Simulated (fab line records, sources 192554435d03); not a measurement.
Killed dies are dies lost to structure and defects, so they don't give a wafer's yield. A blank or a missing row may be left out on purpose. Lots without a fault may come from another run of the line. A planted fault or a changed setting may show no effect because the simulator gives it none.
Chamber matching | flow n5_finfet | N5_WELL_APT_DESCUM_13 on rie_diel-02: 4 sister chambers
The step chemistry O2, time 7.9 s. 16 wafers are shown with their chamber, then 8 later ones without.

WAFERS WITH THEIR CHAMBER
wafer  | chamber | drypump_motor_current_A (A) | showerhead_plenum_p_Torr (Torr) | throttle_valve_pct (%)
L078.1 | 0       | 5.2                         | 2.07                            | 20.27
L078.3 | 2       | 6.5                         | 2.12                            | 20.44
L078.6 | 3       | 5.1                         | 2.08                            | 20.81
L081.1 | 3       | 5.1                         | 2.08                            | 20.82
L081.4 | 1       | 5.5                         | 2.18                            | 20.56
L081.6 | 2       | 6.5                         | 2.12                            | 20.48
L083.1 | 0       | 5.3                         | 2.06                            | 20.26
L083.2 | 1       | 5.5                         | 2.17                            | 20.59
L083.4 | 2       | 6.5                         | 2.12                            | 20.48
L087.2 | 3       | 5.1                         | 2.07                            | 20.85
L087.5 | 2       | 6.5                         | 2.11                            | 20.47
L087.6 | 3       | 5.1                         | 2.07                            | 20.85
L089.2 | 1       | 5.5                         | 2.17                            | 20.60
L089.3 | 2       | 6.5                         | 2.11                            | 20.48
L089.6 | 1       | 5.5                         | 2.17                            | 20.60
L090.1 | 0       | 5.2                         | 2.06                            | 19.94

SIGNATURES (means of the wafers above)
reading                  | chamber 0 | chamber 1 | chamber 2 | chamber 3 | scatter within a chamber
drypump_motor_current_A  | 5.233     | 5.500     | 6.500     | 5.100     | 0.0236
showerhead_plenum_p_Torr | 2.0633    | 2.1725    | 2.1160    | 2.0750    | 0.00549
throttle_valve_pct       | 20.1567   | 20.5875   | 20.4700   | 20.8325   | 0.0785
Rule: a wafer's distance from a chamber is the root of the sum, over the readings, of the square of ((its reading less the chamber's mean) divided by the reading's scatter). The wafer belongs to the nearest chamber; if the next one is less than 2 further off, it can't be placed. The scatter: the root of (the sum of the squares of (reading less its chamber's mean) over the shown wafers, divided by (wafers less chambers)).

WAFERS WITHOUT THEIR CHAMBER
wafer  | drypump_motor_current_A (A) | showerhead_plenum_p_Torr (Torr) | throttle_valve_pct (%)
L090.3 | 6.5                         | 2.11                            | 20.47
L090.6 | 5.2                         | 2.06                            | 19.95
L091.4 | 5.2                         | 2.06                            | 19.95
L091.5 | 5.1                         | 2.07                            | 20.86
L091.6 | 5.5                         | 2.17                            | 20.61
L096.2 | 6.5                         | 2.11                            | 20.50
L096.3 | 5.3                         | 2.06                            | 19.96
L096.6 | 5.5                         | 2.16                            | 20.64

WHICH CHAMBER EACH WENT THROUGH
wafer  | from the rows above | in truth
L090.3 | 2                   | 2
L090.6 | 0                   | 0
L091.4 | 0                   | 0
L091.5 | 3                   | 3
L091.6 | 1                   | 1
L096.2 | 2                   | 2
L096.3 | 0                   | 0
L096.6 | 1                   | 1
Placed correctly: 8 of 8. Can't be placed from these rows: 0. Placed wrongly: 0.
